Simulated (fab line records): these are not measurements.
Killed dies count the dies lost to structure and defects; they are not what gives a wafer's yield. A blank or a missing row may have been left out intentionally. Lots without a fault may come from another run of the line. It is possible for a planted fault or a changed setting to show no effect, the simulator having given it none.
Matching of chambers -- flow n5 finfet -- rie diel-06 running N5_MOL_CONTACT_COAG_ETCHBACK_132: 4 sister chambers
The step etches SiO2 in CHF3, target depth 10 nm, time 6.7 s. 4 wafers are shown with their chamber, then 10 later ones without.

== EACH WAFER AND ITS CHAMBER ==
wafer,chamber,showerhead plenum p Torr (Torr)
L080.5,1,2.26
L086.5,2,2.33
L087.1,3,2.47
L087.5,0,2.26

== WAFERS WHOSE CHAMBER IS MISSING ==
wafer,showerhead plenum p Torr (Torr)
L087.6,2.47
L088.1,2.54
L088.3,2.33
L088.4,2.47
L091.2,2.54
L091.3,2.26
L091.6,2.26
L096.2,2.33
L096.4,2.46
L096.6,2.33

== CHAMBER TAKEN BY EACH ==
wafer,from the rows above,in truth
L087.6,3,3
L088.1,3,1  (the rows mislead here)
L088.3,2,2
L088.4,3,3
L091.2,3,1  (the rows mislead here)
L091.3,can't be placed: 0 or 1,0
L091.6,can't be placed: 0 or 1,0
L096.2,2,2
L096.4,3,3
L096.6,2,2
Correct placement for 6 of the 10. These rows do not allow placing 2 (true chamber among the candidates in 2). Number placed wrongly: 2.
How it was worked out, from the rows above alone: a wafer's distance from a chamber is the root of the sum, over the readings, of the square of ((its reading less the chamber's mean) divided by the reading's scatter). The wafer belongs to the nearest chamber; if the next one is less than 2 further off, it can't be placed. The mean given for a chamber averages the wafers shown for that chamber. The scatter: root of mean squared gap, hidden wafer to nearest shown wafer, with one shown wafer a chamber.
